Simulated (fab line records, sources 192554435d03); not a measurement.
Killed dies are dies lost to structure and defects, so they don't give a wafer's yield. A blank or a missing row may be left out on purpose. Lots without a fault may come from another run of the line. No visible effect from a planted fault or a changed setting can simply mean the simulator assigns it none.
A lot that was struck, set against a sound lot :: flow n5-finfet :: 40 steps out of a route of 1938
Sound: the wafers L590.1, L590.3, L590.5. Wafers L607.1, L607.4, L607.6 were the ones struck. Last of all comes the cause.
For every step that has rows: the tool of each side, followed by ch and its chambers, followed by its first start. Under that, the readings that differ: sound wafers :: struck wafers :: difference of the means :: sigmas: that difference in standard deviations of wafers without a fault.
alike: readings whose means differ by less than 2 such deviations, and words and numbers that are the same on both sides. not compared: withheld readings, readings that some wafer has no value for, bounds like >300 that may hide the same value, and numbers for which the record gives no deviation and whose values overlap.
The two part at a step that has a row with sigmas, a row that says differs or no value, or rows on one side only. Numbers that have no deviation but don't overlap get no sigmas and don't part them. A reading missing from all wafers of one side parts the sides only when that side holds two or more wafers.

first, 11 steps without rows for these wafers: N5_BEOL_M0_SPUTTER_116 (material Cu, target thk 4 nm, time 7.37 s); N5_BEOL_M0_ANNEAL_117 (time 60 s); N5_BEOL_M0_SPUTTER_132 (material Cu, target thk 4 nm, time 7.37 s); N5_BEOL_M0_ANNEAL_133 (time 60 s); N5_BEOL_M0_SPUTTER_134 (material Cu, target thk 4 nm, time 7.37 s); N5_BEOL_M0_ANNEAL_135 (time 60 s); N5_BEOL_M0_SPUTTER_141 (material Cu, target thk 4 nm, time 7.37 s); N5_BEOL_M0_ECD_118 (material Cu, target thk 300 nm); N5_BEOL_M0_ANNEAL_119 (time 90 s); N5_BEOL_M0_CMP_120 (polishes, stops on SiOC, t overpolish 6.9 s); N5_BEOL_M0_PRE_CLEAN_131 (time 15 s).
N5_BEOL_M0_CO_CAP_123: material Co, precursor CCTBA/H2, target thk 2 nm, time 102.1 s.
  sound on cvd-co-01 ch 0,1,2, day 7 02:05; struck on cvd-co-01 ch 0,2, day 11 05:10
  alike: heater-power-w
then, 2 steps without rows for these wafers: N5_BEOL_M0_PRE_CLEAN_124 (time 15 s); N5_BEOL_M0_DEP_125 (deposits SiCN from 3MS/NH3, target thk 8 nm, time 14 s).
N5_BEOL_M0_INSPECT_127: inspects for defects (darkfield).
  sound on defect-inspect-01 at day 7 02:17; struck on defect-inspect-01 at day 11 05:22
reading: raw-defect-count
sound: 50 104 75
struck: 378 399 412
difference: +320
sigmas: +13
then, 12 steps without rows for these wafers: N5_BEOL_M1_ILD_DEP_00 (deposits SiOC from DEMS/O2, target thk 79 nm, time 15.3 s); N5_BEOL_M1_PECVD_72 (deposits SiO2 from TEOS/O2, target thk 16 nm, time 18 s); N5_BEOL_M1_HM_DEP_02 (deposits TiN, target thk 20 nm); N5_BEOL_M1_COAT_61 (time 60 s, resist thk 60 nm); N5_BEOL_M1_COAT_62 (time 60 s, resist thk 12 nm); N5_BEOL_M1_COAT_73 (time 60 s, resist thk 5 nm); N5_BEOL_M1_COAT_05 (resist thk 30 nm); N5_BEOL_M1_EBR_07; N5_BEOL_M1_SOFTBAKE_06 (time 60 s); N5_BEOL_M1_EXPOSE_08 (exposes mask M1); N5_BEOL_M1_PEB_09 (peb time 60 s); N5_BEOL_M1_DEVELOP_10 (develop time 30 s).
N5_BEOL_M1_INSPECT_13: inspects for defects (brightfield).
  sound on defect-inspect-02 at day 7 04:35; struck on defect-inspect-02 at day 11 10:09
reading: raw-defect-count
sound: 474 461 389
struck: 784 837 871
difference: +389
sigmas: +4
then, 9 steps without rows for these wafers: N5_BEOL_M1_DESCUM_16 (chemistry O2, time 7 s); N5_BEOL_M1_ETCH_74 (etches underlayer in N2/H2, target depth 6.5 nm, time 5.2 s); N5_BEOL_M1_ETCH_63 (etches SiARC in CF4, target depth 15.6 nm, time 26 s); N5_BEOL_M1_ETCH_64 (etches SOC in N2/H2, target depth 75 nm, overetch 15 nm, time 112.5 s); N5_BEOL_M1_STRIP_65 (strips in N2/H2); N5_BEOL_M1_STRIP_75 (strips in N2/H2); N5_BEOL_M1_STRIP_66 (strips in CF4); N5_BEOL_M1_HM_OPEN_17 (chemistry Cl2/BCl3, target TiN, target depth 20 nm, overetch 6 nm); N5_BEOL_M1_STRIP_19 (strips in O2).
N5_BEOL_M1_INSPECT_30: inspects for defects (brightfield).
  sound on defect-inspect-02 at day 7 05:28; struck on defect-inspect-01 at day 11 11:47
reading: raw-defect-count
sound: 455 455 420
struck: 813 867 914
difference: +421
sigmas: +4
N5_BEOL_M4_RC_MEAS_101:
  sound on prober-01 ch 0, day 8 17:24; struck on prober-01 ch 0, day 13 02:47
  alike: DIBL_N, DIBL_P, IOFF_N, IOFF_P, ION_N, ION_P, SS_N, SS_P, VT_N, VT_P
-- the record jumps here: 4 days lie between the struck wafers' starts before and after (it left off in module BEOL_M4 and takes up again in module PASSIVATION, whose first step shown is number 1936 of the route) --
N5_PASSIVATION_PROBE_49:
  sound on prober-01 at day 12 19:46; struck on prober-02 at day 17 06:03
reading: defect-limited-yield (%)
sound: 91.2 90.9 90.7
struck: 85.8 85.3 83.3
difference: -6.1
sigmas: -4

reading: killed_at_M0_to_M3
sound: 44 38 43
struck: 123 124 125
difference: +82
sigmas: +9

reading: killed-dies
sound: 104 107 110
struck: 167 174 197
difference: +72
sigmas: +5

reading: sort_bin_5_function (%)
sound: 5.8 5.6 5.3
struck: 9.2 9.9 11.3
difference: +4.6
sigmas: +5

reading: sort_bin_8_speed (%)
sound: 0 0 0
struck: 0 4.3 0
difference: +1
sigmas: +4

reading: sort-n-pass
sound: 1076 1073 1070
struck: 1013 955 983
difference: -89
sigmas: -6

reading: sort-yield-pct (%)
sound: 91.2 90.9 90.7
struck: 85.8 80.9 83.3
difference: -7.6
sigmas: -5
  alike: killed_at_M4_up, killed-at-contacts, killed-at-front-end, killed-at-other, killed-open, killed-short, sort_bin_6_memory

== WHERE THEY PART ==
Earliest at N5_BEOL_M0_INSPECT_127; latest, in this record, at N5_PASSIVATION_PROBE_49.

WHY: whatever the simulator had introduced
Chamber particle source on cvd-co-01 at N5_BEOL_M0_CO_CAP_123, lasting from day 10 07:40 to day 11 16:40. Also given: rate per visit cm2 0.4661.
